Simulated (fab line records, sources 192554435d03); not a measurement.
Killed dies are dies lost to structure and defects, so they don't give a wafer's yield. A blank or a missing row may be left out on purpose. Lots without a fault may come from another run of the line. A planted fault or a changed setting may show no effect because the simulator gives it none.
Which tool did it? | flow n5_finfet | 10 lots, 30 wafers sampled, at 6 steps of a route of 1938

WHAT THE GAUGES READ, wafer by wafer
The record holds no reading of a measuring or inspecting step that can be judged against a usual standard deviation.

WHICH TOOL RAN EACH LOT (tool, then ch and the chambers of the sampled wafers, then the start)
lot  | N5_BEOL_M4_ANNEAL_89         | N5_BEOL_M4_SPUTTER_92        | N5_BEOL_M4_CMP_52             | N5_BEOL_M5_PECVD_70             | N5_BEOL_M5_CMP_52             | N5_PASSIVATION_PROBE_49
L199 | pvd_sputter-03, day 8 18:35  | pvd_sputter-03, day 8 18:57  | cmp-03 ch 0,3, day 8 19:53    | pecvd-04 ch 1,2, day 8 22:34    | cmp-02 ch 0,1,3, day 9 12:58  | -
L208 | pvd_sputter-03, day 10 06:47 | pvd_sputter-03, day 10 07:09 | cmp-04 ch 0,3, day 10 08:23   | pecvd-03 ch 0,2, day 10 10:32   | cmp-02 ch 0,1, day 10 20:54   | prober-02, day 14 16:10
L206 | pvd_sputter-03, day 11 02:03 | pvd_sputter-03, day 11 02:25 | cmp-03 ch 0,1,3, day 11 03:23 | pecvd-03 ch 0,1,2, day 11 05:32 | cmp-04 ch 0,1, day 11 16:34   | prober-01, day 15 06:35
L207 | pvd_sputter-02, day 11 14:41 | pvd_sputter-02, day 11 15:02 | cmp-01 ch 0,2,3, day 11 15:59 | pecvd-02 ch 0,1,2, day 11 18:17 | cmp-01 ch 0,1,3, day 12 04:11 | prober-01, day 15 21:16
L213 | pvd_sputter-01, day 11 16:29 | pvd_sputter-01, day 11 16:51 | cmp-04 ch 1,2, day 11 17:47   | pecvd-02 ch 0,2, day 11 19:59   | cmp-02 ch 2,3, day 12 07:23   | -
L214 | pvd_sputter-01, day 12 19:37 | pvd_sputter-01, day 12 19:58 | cmp-04 ch 0,1,2, day 12 21:12 | pecvd-03 ch 0,1,2, day 12 23:16 | cmp-02 ch 0,1,2, day 13 09:40 | prober-01, day 17 00:03
L215 | pvd_sputter-02, day 12 22:08 | pvd_sputter-02, day 12 22:29 | cmp-01 ch 1,2,3, day 12 23:25 | pecvd-04 ch 0,2, day 13 02:05   | cmp-01 ch 0,2,3, day 13 11:40 | -
L216 | pvd_sputter-01, day 13 03:36 | pvd_sputter-01, day 13 03:58 | cmp-01 ch 1,2,3, day 13 04:59 | pecvd-03 ch 0,1,2, day 13 07:10 | cmp-01 ch 0,2,3, day 13 16:35 | prober-02, day 17 13:26
L218 | pvd_sputter-02, day 13 03:41 | pvd_sputter-02, day 13 04:03 | cmp-03 ch 0,2,3, day 13 05:09 | pecvd-04 ch 0,2, day 13 07:50   | cmp-04 ch 1,2,3, day 13 18:24 | prober-01, day 17 21:35
L219 | pvd_sputter-02, day 13 14:11 | pvd_sputter-02, day 13 14:33 | cmp-01 ch 0,3, day 13 15:29   | pecvd-04 ch 0,2, day 13 17:40   | cmp-01 ch 1,2,3, day 14 05:13 | -
- N5_BEOL_M4_ANNEAL_89: time 240 s.
- N5_BEOL_M4_SPUTTER_92: material Cu, target thk 4.5 nm, time 8.29 s.
- N5_BEOL_M4_CMP_52: polishes, stops on SiOC, t overpolish 6.8 s, target thk 40 nm.
- N5_BEOL_M5_PECVD_70: deposits SiO2 from TEOS/O2, target thk 16 nm, time 18 s.
- N5_BEOL_M5_CMP_52: polishes, stops on SiCOH lowk, t overpolish 6.9 s, target thk 62 nm.
- N5_PASSIVATION_PROBE_49

WHAT THE TOOLS THEMSELVES READ (means of the sampled wafers that have a number; where no wafer has one, the mark that the record gives instead)
N5_BEOL_M4_ANNEAL_89. Usual: heater_power_w 808 W, standard deviation 67.
lot  | tool           | heater_power_w (W) | flag
L199 | pvd_sputter-03 | 792                |
L208 | pvd_sputter-03 | 868                |
L206 | pvd_sputter-03 | 836                |
L207 | pvd_sputter-02 | 821                |
L213 | pvd_sputter-01 | 773                |
L214 | pvd_sputter-01 | 790                |
L215 | pvd_sputter-02 | 814                |
L216 | pvd_sputter-01 | 811                |
L218 | pvd_sputter-02 | 808                |
L219 | pvd_sputter-02 | 754                |

N5_BEOL_M4_SPUTTER_92. Usual: throttle_valve_pct 29.9 %, standard deviation 0.82.
lot  | tool           | throttle_valve_pct (%) | flag
L199 | pvd_sputter-03 | 29.5                   |
L208 | pvd_sputter-03 | 30.3                   |
L206 | pvd_sputter-03 | 28.5                   |
L207 | pvd_sputter-02 | 30.1                   |
L213 | pvd_sputter-01 | 29.8                   |
L214 | pvd_sputter-01 | 29.9                   |
L215 | pvd_sputter-02 | 30.0                   |
L216 | pvd_sputter-01 | 30.1                   |
L218 | pvd_sputter-02 | 29.7                   |
L219 | pvd_sputter-02 | 30.3                   |

N5_BEOL_M4_CMP_52. Usual: barrier_field_endpoint_s 24.5 s, standard deviation 0.66; motor_current_A 5.9 A, standard deviation 0.63; overpolish_run_s 6.800 s, standard deviation 0.0091; platen_rpm 50.00 rpm, standard deviation 0.037; retaining_ring_pressure_frac 0.999, standard deviation 0.0047; time_to_endpoint_s 63 s, standard deviation 3.3.
lot  | tool   | barrier_field_endpoint_s (s) | motor_current_A (A) | overpolish_run_s (s) | platen_rpm (rpm) | retaining_ring_pressure_frac | time_to_endpoint_s (s) | flag
L199 | cmp-03 | 25.9                         | 6.1                 | 6.805                | 49.99            | 0.998                        | 67                     |
L208 | cmp-04 | 24.7                         | 6.4                 | 6.808                | 49.97            | 0.996                        | 66                     |
L206 | cmp-03 | 24.2                         | 6.5                 | 6.803                | 50.00            | 1.003                        | 61                     |
L207 | cmp-01 | 24.0                         | 6.2                 | 6.795                | 50.01            | 1.000                        | 60                     |
L213 | cmp-04 | 24.4                         | 5.5                 | 6.799                | 50.00            | 0.995                        | 63                     |
L214 | cmp-04 | 24.5                         | 5.7                 | 6.803                | 49.98            | 0.999                        | 64                     |
L215 | cmp-01 | 24.6                         | 6.0                 | 6.805                | 50.04            | 0.999                        | 64                     |
L216 | cmp-01 | 24.0                         | 6.1                 | 6.802                | 50.00            | 0.991                        | 63                     |
L218 | cmp-03 | 24.6                         | 6.2                 | 6.802                | 49.97            | 1.001                        | 65                     |
L219 | cmp-01 | 24.6                         | 6.0                 | 6.786                | 49.98            | 1.003                        | 60                     |

N5_BEOL_M5_PECVD_70. Usual: heater_power_w 745 W, standard deviation 97; showerhead_plenum_p_Torr 8.79 Torr, standard deviation 0.07; susceptor_temp_C 399.98 C, standard deviation 0.21; throttle_valve_pct 22.6 %, standard deviation 1.
lot  | tool     | heater_power_w (W) | showerhead_plenum_p_Torr (Torr) | susceptor_temp_C (C) | throttle_valve_pct (%) | flag
L199 | pecvd-04 | 662                | 8.73                            | 400.09               | 21.3                   |
L208 | pecvd-03 | 674                | 8.83                            | 399.83               | 22.2                   |
L206 | pecvd-03 | 809                | 8.76                            | 400.13               | 23.0                   |
L207 | pecvd-02 | 735                | 8.81                            | 400.04               | 22.5                   |
L213 | pecvd-02 | 660                | 8.83                            | 399.84               | 22.0                   |
L214 | pecvd-03 | 846                | 8.78                            | 408.22               | 23.0                   | OFF
L215 | pecvd-04 | 713                | 8.81                            | 399.90               | 21.8                   |
L216 | pecvd-03 | 848                | 8.78                            | 408.01               | 22.9                   | OFF
L218 | pecvd-04 | 758                | 8.80                            | 399.90               | 21.8                   |
L219 | pecvd-04 | 732                | 8.75                            | 399.95               | 21.4                   |

N5_BEOL_M5_CMP_52. Usual: barrier_field_endpoint_s 24.2 s, standard deviation 0.64; motor_current_A 6.1 A, standard deviation 0.82; platen_rpm 50.00 rpm, standard deviation 0.036; retaining_ring_pressure_frac 1.000, standard deviation 0.005.
lot  | tool   | barrier_field_endpoint_s (s) | motor_current_A (A) | platen_rpm (rpm) | retaining_ring_pressure_frac | flag
L199 | cmp-02 | 23.4                         | 6.3                 | 49.98            | 1.003                        |
L208 | cmp-02 | 23.8                         | 6.9                 | 50.00            | 0.998                        |
L206 | cmp-04 | 24.8                         | 6.0                 | 49.96            | 0.998                        |
L207 | cmp-01 | 24.0                         | 5.5                 | 50.04            | 1.003                        |
L213 | cmp-02 | 23.6                         | 5.4                 | 50.03            | 0.995                        |
L214 | cmp-02 | 23.0                         | 6.6                 | 49.98            | 1.004                        |
L215 | cmp-01 | 24.9                         | 6.2                 | 50.02            | 1.004                        |
L216 | cmp-01 | 23.3                         | 6.3                 | 49.98            | 1.003                        |
L218 | cmp-04 | 23.9                         | 6.0                 | 50.03            | 1.003                        |
L219 | cmp-01 | 24.4                         | 6.1                 | 50.01            | 1.005                        |

N5_PASSIVATION_PROBE_49. Usual: defect_limited_yield 91.1 %, standard deviation 1.5; killed_at_M0_to_M3 33, standard deviation 9.9; killed_at_M4_up 14, standard deviation 5.2; killed_at_contacts 12, standard deviation 6.7; killed_at_front_end 43, standard deviation 13; killed_at_other 3.4, standard deviation 2.7; killed_dies 105, standard deviation 17; killed_open 69, standard deviation 13; killed_short 33, standard deviation 7.5; sort_bin_5_function 5.2 %, standard deviation 0.91; sort_bin_6_memory 3.3 %, standard deviation 0.71; sort_bin_8_speed 0.00 %, standard deviation 0.032; sort_n_pass 1075, standard deviation 17; sort_yield_pct 91.1 %, standard deviation 1.5.
lot  | tool      | defect_limited_yield (%) | killed_at_M0_to_M3 | killed_at_M4_up | killed_at_contacts | killed_at_front_end | killed_at_other | killed_dies | killed_open | killed_short | sort_bin_5_function (%) | sort_bin_6_memory (%) | sort_bin_8_speed (%) | sort_n_pass | sort_yield_pct (%) | flag
L208 | prober-02 | 92.3                     | 38                 | 14              | 6                  | 28                  | 5.3             | 91          | 57          | 33           | 4.7                     | 2.6                   | 0.00                 | 1089        | 92.3               |
L206 | prober-01 | 90.9                     | 40                 | 16              | 10                 | 40                  | 1.0             | 108         | 70          | 33           | 5.1                     | 3.4                   | 0.00                 | 1072        | 90.9               |
L207 | prober-01 | 91.7                     | 24                 | 13              | 14                 | 43                  | 4.3             | 98          | 70          | 27           | 5.1                     | 3.0                   | 0.00                 | 1082        | 91.7               |
L214 | prober-01 | 92.6                     | 27                 | 9               | 5                  | 46                  | 0.7             | 88          | 59          | 28           | 4.7                     | 2.6                   | 0.00                 | 1092        | 92.6               |
L216 | prober-02 | 89.1                     | 36                 | 13              | 12                 | 66                  | 2.3             | 129         | 85          | 43           | 6.4                     | 4.3                   | 0.00                 | 1051        | 89.1               |
L218 | prober-01 | 91.2                     | 30                 | 12              | 10                 | 47                  | 4.0             | 103         | 67          | 31           | 5.2                     | 3.0                   | 0.00                 | 1077        | 91.2               |

THE ANSWER, worked out from the rows above alone
Rule: a lot is off if the mean of its wafers that have a number lies more than 3 standard deviations from the usual mean. A lot without any number at a reading at which 4 lots or more have one is off too. The other lots that the step has rows for count as sound. The gauges are gone through in route order, then the tools' own readings, and for those a lot's mean is taken as printed above. The first step at which some lot is off is used, and at that step the reading that is off furthest; a lot without a number counts as furthest.
Off: L214, L216, at N5_BEOL_M5_PECVD_70 (susceptor_temp_C).
A tool fits if, at that step or a process step before it, it ran every lot that is off, and no sound lot after the first of them. Can't be told from this: 2 tools fit, pvd_sputter-01 at N5_BEOL_M4_ANNEAL_89 and N5_BEOL_M4_SPUTTER_92, pecvd-03 at N5_BEOL_M5_PECVD_70.

WHAT THE SIMULATOR HAD PUT IN
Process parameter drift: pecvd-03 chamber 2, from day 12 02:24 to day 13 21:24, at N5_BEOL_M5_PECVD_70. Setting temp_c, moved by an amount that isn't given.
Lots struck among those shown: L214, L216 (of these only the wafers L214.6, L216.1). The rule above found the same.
